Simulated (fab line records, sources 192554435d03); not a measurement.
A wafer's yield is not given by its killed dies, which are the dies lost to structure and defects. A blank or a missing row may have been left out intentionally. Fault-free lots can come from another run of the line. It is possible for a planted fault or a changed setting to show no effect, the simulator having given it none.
Lot-split experiment	flow n5Finfet	21 wafers read across 7 lots, on a route 1938 steps long

SPLIT DETAILS
At N5_BEOL_M6_ETCH_66 (etches SOC in N2/H2, target depth 80 nm, overetch 16 nm, time 120 s), the setting biasW was moved away from the recipe's 150 W on 6 of the 21 wafers read, by -9.9% to +17.8%. All remaining wafers had this setting at the recipe value.

Reading taken at the split's own step.

THE READING
rfVppV, in V, at N5_BEOL_M6_ETCH_66 (etches SOC in N2/H2, target depth 80 nm, overetch 16 nm, time 120 s). On this fab line, fault-free wafers typically give 522.4 V with a standard deviation of 2.5 V.

wafer	tool, chamber at the split	biasW as run, W	against the recipe	rfVppV, V	against lot-mates on the recipe
L075.1	rieDiel-04, 1	176.7	+17.8%	577.9	+58.5
L075.3	rieDiel-04, 0	176.7	+17.8%	576.1	+56.7
L075.5	rieDiel-04, 1	150	recipe	519.4	-
L081.1	rieDiel-03, 0	150	recipe	523.3	-
L081.2	rieDiel-03, 3	150	recipe	522.2	-
L081.5	rieDiel-03, 2	150	recipe	522.8	-
L085.1	rieDiel-04, 2	150	recipe	521.8	-
L085.2	rieDiel-04, 1	158.1	+5.4%	539.1	+15.8
L085.5	rieDiel-04, 2	150	recipe	524.9	-
L086.2	rieDiel-04, 0	150	recipe	529.7	-
L086.3	rieDiel-04, 1	150	recipe	519.0	-
L086.5	rieDiel-04, 3	150	recipe	521.8	-
L090.1	rieDiel-02, 1	171.5	+14.3%	575.3	+51.1
L090.3	rieDiel-02, 2	150	recipe	519.5	-
L090.5	rieDiel-02, 1	150	recipe	528.9	-
L093.2	rieDiel-03, 3	150	recipe	521.9	-
L093.4	rieDiel-03, 2	150	recipe	519.4	-
L093.6	rieDiel-03, 3	150	recipe	522.9	-
L096.1	rieDiel-03, 1	135.2	-9.9%	486.1	-37.8
L096.2	rieDiel-03, 0	135.2	-9.9%	489.8	-34.1
L096.3	rieDiel-03, 3	150	recipe	523.9	-

THE FIT
A straight line over all 21 wafers: rfVppV changes by +3.27 V for each +1% of biasW; r = +0.99; the points scatter about the line by 3.4 V.
The same after taking each lot's own level away (the mean of its wafers on the recipe; 21 wafers): +3.38 V for each +1%; r = +0.99; scatter 2.9 V.
That fit puts the effect of the largest move of biasW on the reading at 60 V.
From 519.40 to 524.20 V: that is the span of the lots' own levels, equal to 1.9 times the standard deviation above.
Consequently the slope shifts little with the lot-to-lot level, the two slopes agreeing.
Check: for one of the wafers moved furthest among these (+17.8%), held out of the fit, the line's prediction against its lot-mates is +60.2 V. Against them it came out at +58.5 V.
Tool readings at the split's step, against how far the setting was moved: rfVppV r = +0.99.

OTHER SPLITS APPLIED TO THESE WAFERS
Before the reading, these wafers also passed through other splits. Each is held against what the fit with the lots' levels taken away leaves over:
other split on the same wafers	wafers away from the commonest value	r with rfVppV (lot level and that fit taken away)
N5_BEOL_M5_TRENCH_ETCH_37 sourceW	8	-0.25
N5_BEOL_M5_SPUTTER_48 timeS	9	-0.19
N5_BEOL_M6_DESCUM_33 timeS	5	+0.14

THE FILE'S OWN FIT
rfVppV changes by +3.39 V for each +1% of biasW, r = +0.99.
